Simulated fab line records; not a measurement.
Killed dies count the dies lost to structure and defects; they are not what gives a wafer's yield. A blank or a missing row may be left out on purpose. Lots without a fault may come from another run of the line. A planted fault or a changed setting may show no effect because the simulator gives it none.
Problem report, 8D (eight disciplines) form, completed by code    flow nand-harc    the parts of the form that need people (team, actions taken, sign-off) are left out

== 1. THE ISSUE ==
At NHARC_A_CHANNEL_HOLE_D2_CD_MEAS_10, cd-nm averages 118.4 nm over 9 wafers from 3 lots, while fault-free wafers read 100.0 nm, standard deviation 0.43. Measured from the usual mean, that is +43 standard deviations.
The step: target cd 100 nm.
Earliest sighting: wafer L223.1 on cd-sem-02 at day 20 05:54. The record has a number at this step for 27 wafers belonging to 9 lots. Rule for "out", or "out of limits": more than 4 standard deviations from the usual mean. Any other wafer with a number is counted as sound.

== 2. WHAT IT IS, AND WHAT IT ISN'T ==
question                     is                      is not
which readings at this step  cd-nm                   -
which lots                   L223, L224, L225        L207, L209, L211, L213, L216, L218
which wafers of those lots   all that have a number  -
read on which gauges         cd-sem-02, cd-sem-03    cd-sem-01
when                         from day 20 05:54       up to then (18 sound wafers)

== 3. THE SUSPECTS, EACH WITH WHAT RULES IT OUT ==
Counting: any tool at a process step up to the reading is kept as a suspect provided that every lot that is out went through it and no sound lot did after the first of them.
- the gauge at NHARC_A_CHANNEL_HOLE_D2_CD_MEAS_10 is ruled out. 2 gauges (cd-sem-02, cd-sem-03) read the wafers that are out.
- litho-track-06 at NHARC_A_CHANNEL_HOLE_D2_PEB_08 (peb time 65 s): kept. It ran every lot that is out, first L223 (day 20 05:49), and no sound lot after that; its last sound lot up to then is L216 (day 18 02:55). Its own heater-power-total-W, plate-temp-C readings are out on those wafers.
Remaining after the count: litho-track-06 at NHARC_A_CHANNEL_HOLE_D2_PEB_08.

== 4. THE CAUSE (what the simulator had put in) ==
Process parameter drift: litho-track-06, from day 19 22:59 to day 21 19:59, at NHARC_A_CHANNEL_HOLE_D2_PEB_08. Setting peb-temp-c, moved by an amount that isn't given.
The count eliminated every tool but this one.

== 5. THE EFFECT CHAIN, in route order ==
Each row: a reading where the mean over the struck wafers with a number is more than 3 standard deviations away from the usual. Only readings for which the record gives a usual standard deviation are gone through. hours: the time from each lot's start at the first step in this table that gives one to its start at this step, as a median over the lots. sigmas: the change in usual standard deviations.
hours  step                                reading               usual     on struck wafers  change  sigmas
0      NHARC_A_CHANNEL_HOLE_D2_PEB_08      heater-power-total-W  156.6 W   173.0             +16.4   +41
0      NHARC_A_CHANNEL_HOLE_D2_PEB_08      plate-temp-C          99.98 C   107.67            +7.69   +64
0      NHARC_A_CHANNEL_HOLE_D2_CD_MEAS_10  cd-nm                 100.0 nm  118.4             +18.4   +43
20     NHARC_A_CHANNEL_HOLE_D2_CD_MEAS_31  cd-nm                 89.9 nm   107.9             +18.0   +13
24     NHARC_A_CHANNEL_HOLE_D2_XSEM_32     bot-cd-nm             74.6 nm   92.8              +18.2   +11
271    NHARC_END_SORT_01                   killed-at-array       49        359               +310    +16
271    NHARC_END_SORT_01                   killed-dies           54        366               +312    +16
The process steps in it:
- NHARC_A_CHANNEL_HOLE_D2_PEB_08: peb time 65 s.
- NHARC_A_CHANNEL_HOLE_D2_XSEM_32

== 6. WHAT WOULD HAVE CAUGHT IT SOONER ==
The first out-of-limits reading at a measuring or inspecting step in this record came at day 20 05:54, 7 hours after the fault's start at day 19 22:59.
The tool's own readings at NHARC_A_CHANNEL_HOLE_D2_PEB_08 were out on every struck wafer that the step has a row for (heater-power-total-W, plate-temp-C): an alarm limit on them would have fired on the first of those.
Among the 3 lots that are out, L224, L225 began NHARC_A_CHANNEL_HOLE_D2_PEB_08 on litho-track-06 after day 20 05:54. A hold on the tool at that time would have spared those 2.
